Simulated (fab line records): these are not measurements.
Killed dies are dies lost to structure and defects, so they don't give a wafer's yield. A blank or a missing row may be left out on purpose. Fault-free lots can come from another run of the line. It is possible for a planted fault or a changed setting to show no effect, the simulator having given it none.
fab line records	flow n5_finfet	part 1 of 2: steps 1 to 24 of 33
record lots=5	wafers=15	last_day=17
route steps=1938 shown PMOS_HMC_CHANNEL_EPI@66 FIN_SAQP@90
lots that met no fault: taken from a fault-free run of the same line
start_h: hours from the record's first day to the start of the lot's first wafer shown	wait_h: time in hours since the lot's previous step	" as in the row above	L1.1+2: a single row standing in for several wafers	- value missing, or start not given	* or withheld: withheld	< > ~ a bound
route shown NAME@n: a module of which the file shows steps, and the number in the route of the first	usual: mean/standard deviation of fault-free wafers	same: alike in all rows	chamber/n: place in a boat	sites: readings site by site	_std_site: standard deviation of those values	_edge_site: the outer-site mean with the inner-site mean subtracted	radius_mm: for every site, how far away it sits from the centre of the wafer	mask NAME#n: copy n	behind: the most recent tool/chamber to have shaped the wafer	hold: what put the lot on hold/how long, in hours/how the hold closed	device: names the non-switching transistor (n, p or np)	end of line: at the end of the route, the tests of the same wafers	for a step that has no rows: nothing shown but its recipe	killed: at the first sort, the dies lost to defects and structure; wafer yield is something else	map: a wafer's dies, marking killed ones x, the rest . and places with no die _
set.NAME: the setting as run; set.NAME@STEP: as run at that earlier step	model.NAME: the simulator's own value behind a step, which no gauge read
a table for each step, a row for each wafer; lots at some steps of the route
services: when a tool's chamber went out of use (start_h, in hours from the record's first day, below 0 if earlier), for how many hours, and the reason
## steps
# step N5_PMOS_HMC_CHANNEL_EPI_OVL_MEAS_10
# recipe points_per_wafer=44
# usual PMOS_HMC_BLK_OVL=0.2/0.78
lot.wafer	tool	chamber	start_h	wait_h	PMOS_HMC_BLK_OVL[nm]
L075.2	overlay-02	0	23.36	0.0	0.7
L075.4	"	0	"	"	-0.4
L075.6	"	0	"	"	-0.6
L076.1	overlay-01	0	29.99	0.0	-0.6
L076.3	"	0	"	"	0.3
L076.6	"	0	"	"	0.1
L087.4	overlay-01	0	94.99	0.0	0.5
L087.5	"	0	"	"	0.6
L087.6	"	0	"	"	0.7
L093.2	overlay-02	0	131.89	0.0	2.4
L093.5	"	0	"	"	0.1
L093.6	"	0	"	"	1.6
L095.1	overlay-02	0	143.54	0.0	0.3
L095.3	"	0	"	"	1.0
L095.4	"	0	"	"	0.0
# step N5_PMOS_HMC_CHANNEL_EPI_INSPECT_11
# recipe mode=adi	inspect_instrument=macro
# usual raw_defect_count=2.1/1.4
lot.wafer	tool	chamber	start_h	wait_h	raw_defect_count
L075.2	defect_inspect-01	-	23.38	0.0	0
L075.4	"	-	"	"	2
L075.6	"	-	"	"	4
L076.1	defect_inspect-01	-	30.01	0.0	0
L076.3	"	-	"	"	3
L076.6	"	-	"	"	4
L087.4	defect_inspect-02	-	95.02	0.0	2
L087.5	"	-	"	"	1
L087.6	"	-	"	"	1
L093.2	defect_inspect-02	-	131.92	0.0	6
L093.5	"	-	"	"	2
L093.6	"	-	"	"	3
L095.1	defect_inspect-02	-	143.56	0.0	1
L095.3	"	-	"	"	5
L095.4	"	-	"	"	1
# step N5_PMOS_HMC_CHANNEL_EPI_DESCUM_14
# recipe chemistry=O2	time_s=7.9	source_power_w=50	bias_power_w=20	pressure_mtorr=20	rf_frequency_hz=2.712e+07	temp_c=40	resist=CAR-ArF-block	o2_flow_sccm=225
# usual drypump_motor_current_A=5.7/0.52	o2_flow_sccm=225.0/0.7	oes_product_au=0.81/0.092	rf_vpp_V=243.8/1.5	showerhead_plenum_p_Torr=2.15/0.085	throttle_valve_pct=20.39/0.28
lot.wafer	tool	chamber	start_h	wait_h	drypump_motor_current_A	o2_flow_sccm	oes_product_au	rf_hours_counter_h	rf_vpp_V	showerhead_plenum_p_Torr	throttle_valve_pct
L075.2	rie_diel-04	1	23.42	0.0	6.2	224.7	0.95	13	246.2	2.23	20.32
L075.4	"	0	"	"	5.3	224.6	0.71	239	242.2	1.96	19.99
L075.6	"	0	"	"	5.3	224.5	0.71	-	240.5	1.96	19.98
L076.1	rie_diel-03	2	30.05	0.0	5.7	225.5	0.96	6	244.4	2.26	20.38
L076.3	"	0	"	"	6.1	225.7	0.68	234	242.4	2.07	20.76
L076.6	"	3	"	"	5.2	226.6	0.71	-	243.5	2.10	20.61
L087.4	rie_diel-05	2	95.05	0.0	5.1	224.2	0.72	169	244.6	2.16	20.54
L087.5	"	3	"	"	5.3	225.3	0.88	-	244.0	2.14	20.15
L087.6	"	2	"	"	5.1	224.2	0.72	-	244.4	2.16	20.55
L093.2	rie_diel-03	3	131.96	0.0	5.2	224.2	0.69	221	242.6	2.08	20.67
L093.5	"	2	"	"	5.7	225.0	0.89	-	245.7	2.25	20.42
L093.6	"	1	"	"	5.3	223.9	0.85	-	245.0	2.24	20.48
L095.1	rie_diel-05	3	143.71	0.2	5.2	225.1	0.86	47	243.7	2.13	20.17
L095.3	"	2	"	"	5.1	225.3	0.72	181	243.9	2.16	20.57
L095.4	"	0	"	"	5.5	225.4	0.75	155	243.7	2.21	20.33
# step N5_PMOS_HMC_CHANNEL_EPI_ETCH_32
# recipe chemistry=N2/H2	target=BARC	stop_on=SiO2	target_depth_a=858	over_etch_frac=0.3	time_s=50.3	ion_energy_ev=200	mask_material=CAR-ArF-block	pressure_mtorr=30	source_w=840	bias_w=150	n2_flow_sccm=200	h2_flow_sccm=200
# usual drypump_motor_current_A=5.7/0.52	oes_product_au=0.69/0.072	rf_vpp_V=525.4/2.7	showerhead_plenum_p_Torr=2.59/0.1	throttle_valve_pct=17.80/0.29
lot.wafer	tool	chamber	start_h	wait_h	drypump_motor_current_A	oes_product_au	rf_hours_counter_h	rf_vpp_V	showerhead_plenum_p_Torr	throttle_valve_pct
L075.2	rie_diel-04	1	23.45	0.0	6.2	0.80	14	528.1	2.70	17.80
L075.4	"	0	"	"	5.4	0.60	239	521.3	2.38	17.47
L075.6	"	0	"	"	5.4	0.60	-	520.9	2.38	17.47
L076.1	rie_diel-03	2	30.08	0.0	5.7	0.82	6	527.9	2.71	17.68
L076.3	"	0	"	"	6.1	0.59	234	521.9	2.51	18.16
L076.6	"	3	"	"	5.2	0.62	-	523.5	2.51	17.86
L087.4	rie_diel-05	2	95.09	0.0	5.1	0.63	169	527.1	2.62	17.92
L087.5	"	3	"	"	5.3	0.75	-	524.6	2.62	17.82
L087.6	"	2	"	"	5.1	0.63	-	525.5	2.62	17.92
L093.2	rie_diel-03	3	131.99	0.0	5.2	0.61	221	522.9	2.49	17.93
L093.5	"	2	"	"	5.7	0.75	-	527.6	2.70	17.72
L093.6	"	1	"	"	5.3	0.74	-	528.4	2.71	17.95
L095.1	rie_diel-05	3	143.75	0.0	5.3	0.74	47	525.2	2.61	17.84
L095.3	"	2	"	"	5.1	0.62	181	526.2	2.62	17.95
L095.4	"	0	"	"	5.5	0.65	155	525.4	2.63	17.51
# step N5_PMOS_HMC_CHANNEL_EPI_HM_OPEN_15
# recipe chemistry=CHF3/O2	target=SiO2	mask_material=CAR-ArF-block	target_depth_a=406	CHF3_flow_sccm=50	O2_flow_sccm=5	Ar_flow_sccm=200	time_s=20.3	pressure_mtorr=30	source_w=650	bias_w=170	ion_energy_ev=200
# usual drypump_motor_current_A=5.7/0.53	oes_o_777_au=0.81/0.082	oes_product_au=0.80/0.089	rf_vpp_V=524/19	showerhead_plenum_p_Torr=2.46/0.088	throttle_valve_pct=18.83/0.26
lot.wafer	tool	chamber	start_h	wait_h	drypump_motor_current_A	oes_o_777_au	oes_product_au	rf_hours_counter_h	rf_vpp_V	showerhead_plenum_p_Torr	throttle_valve_pct
L075.2	rie_diel-04	1	23.49	0.0	6.1	0.89	0.94	14	531	2.57	18.88
L075.4	"	0	"	"	5.3	0.70	0.69	239	498	2.28	18.61
L075.6	"	0	"	"	5.3	0.70	0.69	-	496	2.28	18.63
L076.1	rie_diel-03	2	30.12	0.0	5.7	1.00	0.96	6	531	2.55	18.53
L076.3	"	0	"	"	6.1	0.70	0.69	234	523	2.38	19.21
L076.6	"	3	"	"	5.2	0.74	0.71	-	514	2.40	19.02
L087.4	rie_diel-05	2	95.13	0.0	5.1	0.71	0.72	169	543	2.50	19.07
L087.5	"	3	"	"	5.2	0.88	0.87	-	530	2.45	18.63
L087.6	"	2	"	"	5.1	0.72	0.72	-	543	2.50	19.06
L093.2	rie_diel-03	3	132.03	0.0	5.2	0.72	0.68	221	515	2.39	19.07
L093.5	"	2	"	"	5.7	0.90	0.90	-	529	2.53	18.59
L093.6	"	1	"	"	5.3	0.84	0.84	-	554	2.55	18.82
L095.1	rie_diel-05	3	143.79	0.0	5.3	0.86	0.86	47	531	2.44	18.63
L095.3	"	2	"	"	5.1	0.71	0.71	181	543	2.50	19.09
L095.4	"	0	"	"	5.5	0.78	0.76	155	512	2.53	18.76
# step N5_PMOS_HMC_CHANNEL_EPI_STRIP_33
# recipe chemistry=N2/H2	power_w=500	temp_c=40	pressure_mtorr=50	rf_frequency_hz=6e+07	overash_fraction=0.3	bias_power_w=8	h2_frac=0.5	n2_flow_sccm=300	h2_flow_sccm=300
# usual drypump_motor_current_A=5.7/0.52	oes_product_au=0.81/0.091	rf_vpp_V=54.0/1.7	showerhead_plenum_p_Torr=3.42/0.13	throttle_valve_pct=18.9/0.35
lot.wafer	tool	chamber	start_h	wait_h	drypump_motor_current_A	oes_product_au	rf_hours_counter_h	rf_vpp_V	showerhead_plenum_p_Torr	throttle_valve_pct
L075.2	rie_diel-04	1	23.55	0.0	6.2	0.94	14	52.7	3.56	19.1
L075.4	"	0	"	"	5.3	0.72	239	54.1	3.16	18.3
L075.6	"	0	"	"	5.3	0.71	-	54.4	3.16	18.3
L076.1	rie_diel-03	2	30.18	0.0	5.7	0.96	6	54.7	3.58	18.9
L076.3	"	0	"	"	6.1	0.69	234	55.1	3.31	19.2
L076.6	"	3	"	"	5.2	0.71	-	56.6	3.31	18.8
L087.4	rie_diel-05	2	95.18	0.0	5.1	0.73	169	55.1	3.46	18.7
L087.5	"	3	"	"	5.3	0.88	-	53.2	3.46	19.0
L087.6	"	2	"	"	5.1	0.72	-	57.5	3.46	18.8
L093.2	rie_diel-03	3	132.09	0.0	5.3	0.68	221	54.8	3.29	18.9
L093.5	"	2	"	"	5.7	0.89	-	54.9	3.56	19.0
L093.6	"	1	"	"	5.3	0.85	-	53.4	3.57	19.2
L095.1	rie_diel-05	3	143.85	0.0	5.2	0.87	47	52.8	3.45	19.1
L095.3	"	2	"	"	5.1	0.72	181	56.3	3.45	18.7
L095.4	"	0	"	"	5.5	0.76	155	55.6	3.46	18.6
# step N5_PMOS_HMC_CHANNEL_EPI_STRIP_17
# recipe chemistry=SPM	time_s=750	temp_c=130	h2so4_h2o2_vol_ratio=4	dry=ipa_marangoni
lot.wafer	tool	chamber	start_h	wait_h
L075.2+4+6	wet_bench-02	7,1,4	23.61	-
L076.1+3+6	wet_bench-06	0,7,1	30.25	-
L087.4+5+6	wet_bench-06	1,4,7	95.25	-
L093.2+5+6	wet_bench-02	7,5,0	132.16	-
L095.1+3+4	wet_bench-01	2,0,3	143.91	-
# step N5_PMOS_HMC_CHANNEL_EPI_ETCH_38
# recipe chemistry=CF4	target=SiO2	target_depth_a=15	ion_energy_ev=350	pressure_mtorr=10	icp_w=800	bias_w=400	cf4_flow_sccm=80
# usual drypump_motor_current_A=5.7/0.45	oes_product_au=1.014/0.022	throttle_valve_pct=21.8/0.34
lot.wafer	tool	chamber	start_h	wait_h	drypump_motor_current_A	oes_product_au	rf_hours_counter_h	throttle_valve_pct
L075.2	rie_si-01	3	23.85	0.0	6.1	1.022	65	21.3
L075.4	"	2	"	"	5.9	0.992	113	21.7
L075.6	"	2	"	"	5.8	0.989	-	21.7
L076.1	rie_si-05	0	30.69	0.0	6.1	1.022	94	21.9
L076.3	"	1	"	"	5.1	1.037	149	22.0
L076.6	"	1	"	"	5.1	1.048	-	22.0
L087.4	rie_si-04	1	95.49	0.0	5.6	1.048	7	22.3
L087.5	"	2	"	"	6.6	1.017	-	21.5
L087.6	"	1	"	"	5.5	1.048	-	22.3
L093.2	rie_si-05	1	132.40	0.0	5.1	1.035	150	22.0
L093.5	"	1	"	"	5.0	1.039	-	22.0
L093.6	"	0	"	"	6.1	1.020	-	21.9
L095.1	rie_si-01	2	144.15	0.0	5.8	0.984	116	21.7
L095.3	"	1	"	"	5.4	0.983	8	21.1
L095.4	"	3	"	"	6.1	1.012	67	21.3
# step N5_PMOS_HMC_CHANNEL_EPI_FIN_RECESS_16
# recipe chemistry=HBr/Cl2	target=Si	mask_material=SiO2	target_depth_a=540	time_s=18	pressure_mtorr=10	icp_w=800	bias_w=75	HBr_flow_sccm=150	Cl2_flow_sccm=80
# usual drypump_motor_current_A=5.7/0.45	oes_product_au=1.010/0.017	throttle_valve_pct=35.4/0.39
lot.wafer	tool	chamber	start_h	wait_h	drypump_motor_current_A	oes_product_au	rf_hours_counter_h	throttle_valve_pct
L075.2	rie_si-01	3	23.87	0.0	6.1	1.019	65	34.9
L075.4	"	2	"	"	5.9	0.998	113	35.4
L075.6	"	2	"	"	5.9	1.004	-	35.4
L076.1	rie_si-05	0	30.71	0.0	6.1	1.016	94	35.3
L076.3	"	1	"	"	5.1	1.026	149	35.8
L076.6	"	1	"	"	5.1	1.037	-	35.8
L087.4	rie_si-04	1	95.51	0.0	5.5	1.036	7	36.1
L087.5	"	2	"	"	6.6	1.029	-	35.1
L087.6	"	1	"	"	5.6	1.025	-	36.1
L093.2	rie_si-05	1	132.42	0.0	5.1	1.030	150	35.8
L093.5	"	1	"	"	5.1	1.025	-	35.8
L093.6	"	0	"	"	6.1	1.009	-	35.3
L095.1	rie_si-01	2	144.17	0.0	5.8	1.002	116	35.5
L095.3	"	1	"	"	5.4	0.988	8	34.7
L095.4	"	3	"	"	6.1	1.022	67	34.9
# step N5_PMOS_HMC_CHANNEL_EPI_PRECLEAN_36
# recipe chemistry=O3/DIW	time_s=45	temp_c=22	o3_ppm=10
lot.wafer	tool	chamber	start_h	wait_h
L075.2+4+6	wet_bench-06	2,1,6	23.97	0.1
L076.1+3+6	wet_bench-02	7,0,3	30.81	0.1
L087.4+5+6	wet_bench-01	5,4,2	95.61	0.1
L093.2+5+6	wet_bench-06	2,5,6	132.51	0.1
L095.1+3+4	wet_bench-06	5,7,6	144.27	0.1
# step N5_PMOS_HMC_CHANNEL_EPI_PRECLEAN_18
# recipe chemistry=DHF	time_s=30	temp_c=25	dilution=withheld
lot.wafer	tool	chamber	start_h	wait_h
L075.2+4+6	wet_bench-06	2,1,6	24.00	0.0
L076.1+3+6	wet_bench-02	7,0,3	30.83	0.0
L087.4+5+6	wet_bench-01	5,4,2	95.62	0.0
L093.2+5+6	wet_bench-06	2,5,6	132.53	0.0
L095.1+3+4	wet_bench-06	5,7,6	144.28	0.0
# step N5_PMOS_HMC_CHANNEL_EPI_SRD_19
# recipe dry=ipa_marangoni	do_ppb=5	time_s=30	temp_c=23	rinse_liquid=diw
lot.wafer	tool	chamber	start_h	wait_h
L075.2+4+6	wet_bench-06	2,1,6	24.02	0.0
L076.1+3+6	wet_bench-02	7,0,3	30.83	0.0
L087.4+5+6	wet_bench-01	5,4,2	95.63	0.0
L093.2+5+6	wet_bench-06	2,5,6	132.54	0.0
L095.1+3+4	wet_bench-06	5,7,6	144.29	0.0
# step N5_PMOS_HMC_CHANNEL_EPI_EPI_20
# recipe material=SiGe30	mask_material=SiO2	pressure_torr=20	target_thk_a=590	temp_c=600
lot.wafer	tool	chamber	start_h	wait_h
L075.2+4+6	epi_rpcvd-04	0	24.28	0.2
L076.1+3+6	epi_rpcvd-02	0	30.88	0.0
L087.4+5+6	epi_rpcvd-02	0	96.48	0.8
L093.2+5+6	epi_rpcvd-01	0	132.85	0.3
L095.1+3+4	epi_rpcvd-04	0	144.34	0.0
# step N5_PMOS_HMC_CHANNEL_EPI_HM_STRIP_35
# recipe chemistry=dHF	temp_c=25	material=SiO2	target=SiO2	target_depth_a=396	time_s=216
lot.wafer	tool	chamber	start_h	wait_h
L075.2+4+6	wet_bench-06	2,0,7	25.31	0.8
L076.1+3+6	wet_bench-06	0,1,6	32.12	1.0
L087.4+5+6	wet_bench-02	6,4,0	97.31	0.6
L093.2+5+6	wet_bench-02	1,6,0	134.22	1.1
L095.1+3+4	wet_bench-06	4,1,2	145.97	1.4
# step N5_PMOS_HMC_CHANNEL_EPI_SRD_39
# recipe dry=ipa_marangoni	time_s=30	temp_c=23	rinse_liquid=diw
lot.wafer	tool	chamber	start_h	wait_h
L075.2+4+6	wet_bench-06	2,0,7	25.44	0.0
L076.1+3+6	wet_bench-06	0,1,6	32.18	0.0
L087.4+5+6	wet_bench-02	6,4,0	97.37	0.0
L093.2+5+6	wet_bench-02	1,6,0	134.28	0.0
L095.1+3+4	wet_bench-06	4,1,2	146.04	0.0
# step N5_PMOS_HMC_CHANNEL_EPI_CMP_21
# recipe material=SiGe30	post_cmp_clean=alkaline_brush	target_thk_nm=54
# usual motor_current_A=12.1/1.3	slurry_flow_ml_min=150.0/0.52
lot.wafer	tool	chamber	start_h	wait_h	motor_current_A	slurry_flow_ml_min
L075.4	cmp-04	3	25.54	0.1	10.5	149.3
L075.2	"	0	"	"	12.3	150.4
L075.6	"	3	"	"	11.0	150.3
L076.3	cmp-02	1	32.26	0.1	12.1	149.7
L076.1	"	3	"	"	11.1	149.7
L076.6	"	0	"	"	11.1	151.0
L087.4	cmp-02	3	97.49	0.1	11.1	150.0
L087.6	"	1	"	"	12.1	150.0
L087.5	"	2	"	"	11.9	149.3
L093.2	cmp-01	1	134.32	0.0	13.8	151.3
L093.6	"	1	"	"	13.7	150.0
L093.5	"	2	"	"	11.5	150.1
L095.1	cmp-02	3	146.08	0.0	11.7	150.4
L095.3	"	1	"	"	12.1	150.0
L095.4	"	2	"	"	12.0	149.7
# step N5_PMOS_HMC_CHANNEL_EPI_THK_MEAS_22
# recipe reads=SiGe30_of_PMOS_HMC_CHANNEL_EPI_EPI_20
# usual HMC_CMP_THK=54.5/1.2
lot.wafer	tool	chamber	start_h	wait_h	HMC_CMP_THK[nm]
L075.2	film_metro-02	-	25.79	-	55.4
L075.4	"	-	"	"	53.1
L075.6	"	-	"	"	53.3
L076.1	film_metro-01	-	32.52	-	55.1
L076.3	"	-	"	"	55.0
L076.6	"	-	"	"	54.9
L087.4	film_metro-01	-	97.71	-	56.1
L087.5	"	-	"	"	56.2
L087.6	"	-	"	"	56.0
L093.2	film_metro-01	-	134.62	-	54.2
L093.5	"	-	"	"	54.5
L093.6	"	-	"	"	54.1
L095.1	film_metro-01	-	146.38	-	52.9
L095.3	"	-	"	"	51.4
L095.4	"	-	"	"	55.0
# step N5_PMOS_HMC_CHANNEL_EPI_PRECLEAN_40
# recipe chemistry=DHF	time_s=30	temp_c=25	dilution=withheld
lot.wafer	tool	chamber	start_h	wait_h
L075.2+4+6	wet_bench-02	7,2,4	25.82	0.0
L076.1+3+6	wet_bench-02	6,1,2	32.55	0.0
L087.4+5+6	wet_bench-02	7,6,0	97.73	0.0
L093.2+5+6	wet_bench-06	2,5,4	134.65	0.0
L095.1+3+4	wet_bench-02	3,0,1	146.40	0.0
# step N5_PMOS_HMC_CHANNEL_EPI_PRECLEAN_37
# recipe chemistry=O3/DIW	time_s=45	temp_c=22	o3_ppm=10
lot.wafer	tool	chamber	start_h	wait_h
L075.2+4+6	wet_bench-02	7,2,4	25.83	0.0
L076.1+3+6	wet_bench-02	6,1,2	32.56	0.0
L087.4+5+6	wet_bench-02	7,6,0	97.75	0.0
L093.2+5+6	wet_bench-06	2,5,4	134.66	0.0
L095.1+3+4	wet_bench-02	3,0,1	146.42	0.0
# step N5_PMOS_HMC_CHANNEL_EPI_PRECLEAN_24
# recipe chemistry=DHF	time_s=30	temp_c=25	dilution=withheld
lot.wafer	tool	chamber	start_h	wait_h
L075.2+4+6	wet_bench-02	7,2,4	25.85	0.0
L076.1+3+6	wet_bench-02	6,1,2	32.57	0.0
L087.4+5+6	wet_bench-02	7,6,0	97.76	0.0
L093.2+5+6	wet_bench-06	2,5,4	134.67	0.0
L095.1+3+4	wet_bench-02	3,0,1	146.43	0.0
# step N5_PMOS_HMC_CHANNEL_EPI_SRD_25
# recipe dry=ipa_marangoni	do_ppb=5	time_s=30	temp_c=23	rinse_liquid=diw
lot.wafer	tool	chamber	start_h	wait_h
L075.2+4+6	wet_bench-02	7,2,4	25.85	0.0
L076.1+3+6	wet_bench-02	6,1,2	32.58	0.0
L087.4+5+6	wet_bench-02	7,6,0	97.77	0.0
L093.2+5+6	wet_bench-06	2,5,4	134.68	0.0
L095.1+3+4	wet_bench-02	3,0,1	146.44	0.0
# step N5_PMOS_HMC_CHANNEL_EPI_EPI_26
# recipe material=Si	target_thk_a=38	temp_c=650	precursor=SiH4/H2	pressure_torr=20	time_s=22.7
# usual throttle_valve_pct=11.02/0.26
lot.wafer	tool	chamber	start_h	wait_h	throttle_valve_pct
L075.2	epi_rpcvd-02	0	25.95	0.1	10.82
L075.4	"	0	"	"	10.81
L075.6	"	0	"	"	10.71
L076.1	epi_rpcvd-04	0	32.63	0.0	11.58
L076.3	"	0	"	"	11.24
L076.6	"	0	"	"	11.52
L087.4	epi_rpcvd-01	0	98.02	0.2	10.77
L087.5	"	0	"	"	10.65
L087.6	"	0	"	"	11.16
L093.2	epi_rpcvd-02	0	134.79	0.1	10.81
L093.5	"	0	"	"	10.77
L093.6	"	0	"	"	10.87
L095.1	epi_rpcvd-01	0	146.49	0.0	10.77
L095.3	"	0	"	"	10.43
L095.4	"	0	"	"	11.06
# step N5_PMOS_HMC_CHANNEL_EPI_INSPECT_30
# recipe inspect_instrument=darkfield	mode=post_epi
# usual raw_defect_count=20/7.3
lot.wafer	tool	chamber	start_h	wait_h	raw_defect_count
L075.2	defect_inspect-02	-	26.29	0.0	18
L075.4	"	-	"	"	18
L075.6	"	-	"	"	8
L076.1	defect_inspect-02	-	33.00	0.0	29
L076.3	"	-	"	"	32
L076.6	"	-	"	"	21
L087.4	defect_inspect-01	-	98.29	0.0	12
L087.5	"	-	"	"	16
L087.6	"	-	"	"	19
L093.2	defect_inspect-02	-	135.20	0.0	20
L093.5	"	-	"	"	26
L093.6	"	-	"	"	14
L095.1	defect_inspect-01	-	146.96	0.0	10
L095.3	"	-	"	"	18
L095.4	"	-	"	"	15
# step N5_FIN_SAQP_PRECLEAN_42
# recipe chemistry=O3/DIW	time_s=60	temp_c=22	o3_ppm=10
lot.wafer	tool	chamber	start_h	wait_h
L075.2+4+6	wet_bench-03	0,7,4	26.31	0.0
L076.1+3+6	wet_bench-05	6,2,5	33.03	0.0
L087.4+5+6	wet_bench-05	2,5,1	98.31	0.0
L093.2+5+6	wet_bench-05	7,4,1	135.24	0.0
L095.1+3+4	wet_bench-05	6,5,4	146.98	0.0
